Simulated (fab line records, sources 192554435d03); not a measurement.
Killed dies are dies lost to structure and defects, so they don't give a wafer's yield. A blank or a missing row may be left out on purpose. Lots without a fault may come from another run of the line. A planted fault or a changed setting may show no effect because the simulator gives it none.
Which tool did it? | flow n5_finfet | 9 lots, 27 wafers sampled, at 7 steps of a route of 1938

WHAT THE GAUGES READ, wafer by wafer
N5_SD_EPI_P_CD_MEAS_09: target cd 240 nm.
lot  | measured    | on        | cd_nm (nm)
L128 | day 3 06:25 | cd_sem-03 | 240.3 239.4 238.5
L137 | day 5 13:25 | cd_sem-01 | 241.1 241.0 240.6
L138 | day 5 18:29 | cd_sem-01 | 240.1 240.6 239.3
L140 | day 6 06:19 | cd_sem-02 | 241.2 239.4 239.7
L142 | day 6 16:07 | cd_sem-02 | 238.9 239.4 239.8
L146 | day 7 18:20 | cd_sem-03 | 240.8 240.5 240.5
L148 | day 8 10:18 | cd_sem-01 | 239.9 238.8 239.9
L150 | day 8 17:34 | cd_sem-01 | 240.1 239.2 238.9
L151 | day 8 23:41 | cd_sem-01 | 238.6 239.6 238.3

N5_SD_EPI_P_EPI_MEAS_23.
lot  | measured    | on            | thk_nm (nm)
L128 | day 3 10:53 | film_metro-02 | 63.1 60.6 64.0
L137 | day 5 17:02 | film_metro-02 | 59.5 59.4 59.3
L138 | day 5 22:58 | film_metro-01 | 59.5 59.3 59.6
L140 | day 6 09:57 | film_metro-01 | 55.5 58.5 57.6
L142 | day 6 19:46 | film_metro-01 | 56.3 56.7 56.1
L146 | day 7 22:48 | film_metro-01 | 61.1 61.3 61.1
L148 | day 8 13:58 | film_metro-01 | 61.5 62.4 57.9
L150 | day 8 21:11 | film_metro-02 | 61.7 61.0 62.1
L151 | day 9 03:39 | film_metro-01 | 60.9 62.7 61.4

N5_SD_ACTIVATION_RS_MEAS_03: measures by four-point-probe.
lot  | measured    | on            | RS_SD_N (ohm/sq)  | RS_SD_P (ohm/sq)
L128 | day 3 11:32 | film_metro-02 | 21.85 21.77 21.52 | 56.0 56.1 55.8
L137 | day 5 17:40 | film_metro-01 | 21.65 21.71 21.80 | 58.0 58.4 58.7
L138 | day 5 23:35 | film_metro-02 | 21.99 22.07 22.14 | 55.7 55.9 56.5
L140 | day 6 10:37 | film_metro-01 | 21.96 22.12 21.93 | 65.4 64.0 65.2
L142 | day 6 20:24 | film_metro-01 | 21.95 22.11 22.10 | 62.9 64.1 63.0
L146 | day 7 23:35 | film_metro-01 | 22.03 22.29 22.29 | 55.4 56.3 55.7
L148 | day 8 14:41 | film_metro-02 | 21.86 21.69 21.61 | 56.2 56.5 56.9
L150 | day 8 21:49 | film_metro-01 | 21.64 21.65 22.01 | 55.1 55.6 55.9
L151 | day 9 04:28 | film_metro-02 | 22.09 22.73 22.62 | 56.8 57.1 56.0

N5_BEOL_M4_RC_MEAS_101.
lot  | measured     | on        | DIBL_N (mV/V)  | DIBL_P (mV/V) | IOFF_N (nA/um) | IOFF_P (nA/um) | ION_N (uA/um) | ION_P (uA/um) | RS_SD_P (ohm/sq) | SS_N (mV/dec)  | SS_P (mV/dec)  | VT_N (mV)   | VT_P (mV)
L128 | day 10 15:06 | prober-01 | 33.4 32.1 32.3 | 34 32 33      | 0.13 0.12 0.10 | 0.20 0.16 0.17 | 648 659 648   | 455 458 454   | 65.5 66.2 66.2   | 72.0 70.9 70.4 | 72.2 71.6 71.5 | 254 253 260 | -247 -252 -251
L137 | day 12 19:27 | prober-01 | 39.6 37.3 39.5 | 41 38 40      | 0.20 0.16 0.21 | 0.31 0.21 0.27 | 679 690 693   | 463 469 471   | 67.9 69.4 68.9   | 72.1 71.5 72.2 | 75.1 73.7 73.5 | 250 252 245 | -246 -249 -247
L138 | day 14 00:48 | prober-02 | 35.7 35.8 34.1 | 36 39 35      | 0.15 0.15 0.13 | 0.21 0.27 0.20 | 657 663 658   | 456 469 461   | 65.2 66.0 66.3   | 70.7 71.8 71.4 | 73.2 73.0 72.5 | 250 251 253 | -249 -248 -252
L140 | day 13 12:31 | prober-02 | 36.7 35.2 37.4 | 38 37 39      | 0.18 0.16 0.19 | 0.21 0.20 0.22 | 675 693 671   | 456 463 448   | 75.4 74.5 75.8   | 71.2 70.9 71.9 | 73.0 74.0 74.1 | 246 249 248 | -253 -251 -253
L142 | day 14 04:21 | prober-02 | 38.4 38.2 38.4 | 39 39 41      | 0.22 0.21 0.22 | 0.24 0.21 0.26 | 711 687 685   | 467 452 459   | 73.4 74.4 74.1   | 72.2 71.8 72.6 | 73.6 73.7 74.3 | 246 247 246 | -252 -254 -250
L146 | day 15 15:47 | prober-01 | 32.3 36.0 32.8 | 34 38 34      | 0.11 0.17 0.12 | 0.17 0.25 0.18 | 661 662 671   | 452 461 469   | 65.6 66.1 65.6   | 70.5 72.2 70.6 | 71.0 74.0 71.9 | 253 247 254 | -252 -248 -252
L148 | day 15 15:13 | prober-02 | 38.0 33.1 35.1 | 38 34 35      | 0.18 0.10 0.13 | 0.25 0.17 0.18 | 675 655 666   | 464 458 455   | 66.8 66.4 67.6   | 72.1 70.9 71.4 | 73.6 73.0 73.5 | 250 258 253 | -248 -255 -253
L150 | day 16 07:49 | prober-02 | 36.5 37.0 38.3 | 39 39 41      | 0.19 0.19 0.23 | 0.26 0.26 0.30 | 704 674 700   | 484 462 477   | 65.0 65.6 65.6   | 71.2 72.0 71.3 | 74.6 73.8 74.7 | 244 248 245 | -243 -248 -248
L151 | day 16 15:21 | prober-02 | 39.7 40.2 38.0 | 42 42 39      | 0.26 0.25 0.22 | 0.32 0.33 0.26 | 694 682 681   | 474 475 466   | 66.3 66.1 66.6   | 72.8 72.6 72.4 | 75.2 74.5 74.2 | 241 246 245 | -245 -245 -246

WHICH TOOL RAN EACH LOT (tool, then ch and the chambers of the sampled wafers, then the start)
lot  | N5_SD_EPI_N_ETCHBACK_44           | N5_SD_EPI_P_STRIP_40                | N5_SD_EPI_P_EPI_21
L128 | rie_diel-04 ch 2,3, day 3 02:29   | plasma_asher-01 ch 0,1, day 3 07:21 | epi_rpcvd-02 ch 0, day 3 08:56
L137 | rie_diel-05 ch 0,1,2, day 5 09:29 | plasma_asher-02 ch 0,1, day 5 14:20 | epi_rpcvd-01 ch 0, day 5 15:12
L138 | rie_diel-04 ch 0,2,3, day 5 13:49 | plasma_asher-01 ch 0,1, day 5 19:24 | epi_rpcvd-02 ch 0, day 5 20:31
L140 | rie_diel-01 ch 0,2,3, day 6 00:35 | plasma_asher-01 ch 0,1, day 6 07:16 | epi_rpcvd-02 ch 0, day 6 08:28
L142 | rie_diel-05 ch 0,1,2, day 6 12:08 | plasma_asher-02 ch 0,1, day 6 17:04 | epi_rpcvd-02 ch 0, day 6 18:17
L146 | rie_diel-05 ch 0,1,2, day 7 14:16 | plasma_asher-02 ch 0,1, day 7 19:15 | epi_rpcvd-01 ch 0, day 7 19:53
L148 | rie_diel-04 ch 0,2,3, day 8 05:36 | plasma_asher-02 ch 0,1, day 8 11:15 | epi_rpcvd-03 ch 0, day 8 12:08
L150 | rie_diel-04 ch 0,1,3, day 8 13:36 | plasma_asher-01 ch 0,1, day 8 18:29 | epi_rpcvd-03 ch 0, day 8 19:21
L151 | rie_diel-01 ch 0,2,3, day 8 19:46 | plasma_asher-02 ch 0,1, day 9 00:56 | epi_rpcvd-01 ch 0, day 9 01:27
- N5_SD_EPI_N_ETCHBACK_44: etches SiNx in CH3F/O2, stops on SiO2, target depth 14.5 nm.
- N5_SD_EPI_P_STRIP_40: strips in N2/H2.
- N5_SD_EPI_P_EPI_21: deposits SiGe:B, time 355 s.

WHAT THE TOOLS THEMSELVES READ (means of the sampled wafers that have a number; where no wafer has one, the mark that the record gives instead)
N5_SD_EPI_N_ETCHBACK_44.
lot  | tool        | drypump_motor_current_A (A) | oes_f_703_au (a.u.) | oes_product_au (a.u.) | rf_vpp_V (V) | showerhead_plenum_p_Torr (Torr) | throttle_valve_pct (%)
L128 | rie_diel-04 | 6.0                         | 0.76                | 0.65                  | 292          | 2.05                            | 16.04
L137 | rie_diel-05 | 5.7                         | 0.83                | 0.71                  | 296          | 2.01                            | 16.07
L138 | rie_diel-04 | 5.7                         | 0.72                | 0.63                  | 296          | 2.03                            | 16.15
L140 | rie_diel-01 | 5.5                         | 0.79                | 0.66                  | 296          | 1.96                            | 16.21
L142 | rie_diel-05 | 5.7                         | 0.82                | 0.71                  | 295          | 2.01                            | 16.09
L146 | rie_diel-05 | 5.7                         | 0.81                | 0.70                  | 296          | 2.01                            | 16.08
L148 | rie_diel-04 | 5.7                         | 0.72                | 0.62                  | 297          | 2.02                            | 16.18
L150 | rie_diel-04 | 6.2                         | 0.76                | 0.65                  | 297          | 2.03                            | 16.31
L151 | rie_diel-01 | 5.5                         | 0.77                | 0.64                  | 296          | 1.95                            | 16.24

N5_SD_EPI_P_STRIP_40.
lot  | tool            | drypump_motor_current_A (A) | heater_power_w (W) | oes_product_au (a.u.)
L128 | plasma_asher-01 | 5.48                        | 340                | 0.765
L137 | plasma_asher-02 | 5.70                        | 313                | 0.759
L138 | plasma_asher-01 | 5.36                        | 311                | 0.758
L140 | plasma_asher-01 | 5.47                        | 345                | 0.763
L142 | plasma_asher-02 | 5.72                        | 310                | 0.754
L146 | plasma_asher-02 | 5.70                        | 313                | 0.760
L148 | plasma_asher-02 | 5.73                        | 314                | 0.756
L150 | plasma_asher-01 | 5.35                        | 313                | 0.751
L151 | plasma_asher-02 | 5.74                        | 312                | 0.763

N5_SD_EPI_P_EPI_21.
lot  | tool         | chamber_pressure_Torr (Torr)
L128 | epi_rpcvd-02 | 19.99
L137 | epi_rpcvd-01 | 19.96
L138 | epi_rpcvd-02 | 20.07
L140 | epi_rpcvd-02 | 15.68
L142 | epi_rpcvd-02 | 15.72
L146 | epi_rpcvd-01 | 19.97
L148 | epi_rpcvd-03 | 19.93
L150 | epi_rpcvd-03 | 20.00
L151 | epi_rpcvd-01 | 19.96

THE ANSWER, worked out from the rows above alone
Rule: what is usual is taken from the lots themselves. Put in order of their means at a reading, lots are off if they are a third of the lots or fewer, leave a main group of 4 or more, and stand apart from it by a gap of 3 or more times the standard deviation of the main group's means; of several such gaps the widest counts. A main group whose means are all the same, to the digits that the tables above print for the reading, isn't used. A lot without any number at a reading at which 4 lots or more have one is off too. The other lots that the step has rows for count as sound. The gauges are gone through in route order, then the tools' own readings, and for those a lot's mean is taken as printed above. The first step at which some lot is off is used, and at that step the reading that is off furthest; a lot without a number counts as furthest.
Off: L140, L142, at N5_SD_ACTIVATION_RS_MEAS_03 (RS_SD_P). The main group: mean 56.4 ohm/sq, standard deviation 0.88.
A tool fits if, at a process step before that reading, it ran every lot that is off, and no sound lot after the first of them. The gauges at N5_SD_ACTIVATION_RS_MEAS_03 aren't tried: what is off there is off at N5_BEOL_M4_RC_MEAS_101 too, on other tools, and a gauge's error can't cause that. One fits: epi_rpcvd-02 at N5_SD_EPI_P_EPI_21. Its last sound lot is L138 (day 5 20:31), its first lot that is off L140 (day 6 08:28): a fault that began between those two fits.
The tool's own readings at N5_SD_EPI_P_EPI_21 bear it out: on the lots that are off they differ by more than 5 times the standard deviation of the sound lots' means. chamber_pressure_Torr reads 15.70 Torr there against 19.98 Torr on the sound lots.

WHAT THE SIMULATOR HAD PUT IN
Process parameter drift: epi_rpcvd-02, from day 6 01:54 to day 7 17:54, at N5_SD_EPI_P_EPI_21. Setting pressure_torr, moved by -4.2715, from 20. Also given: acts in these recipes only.
Lots struck among those shown: L140, L142. The rule above found the same.
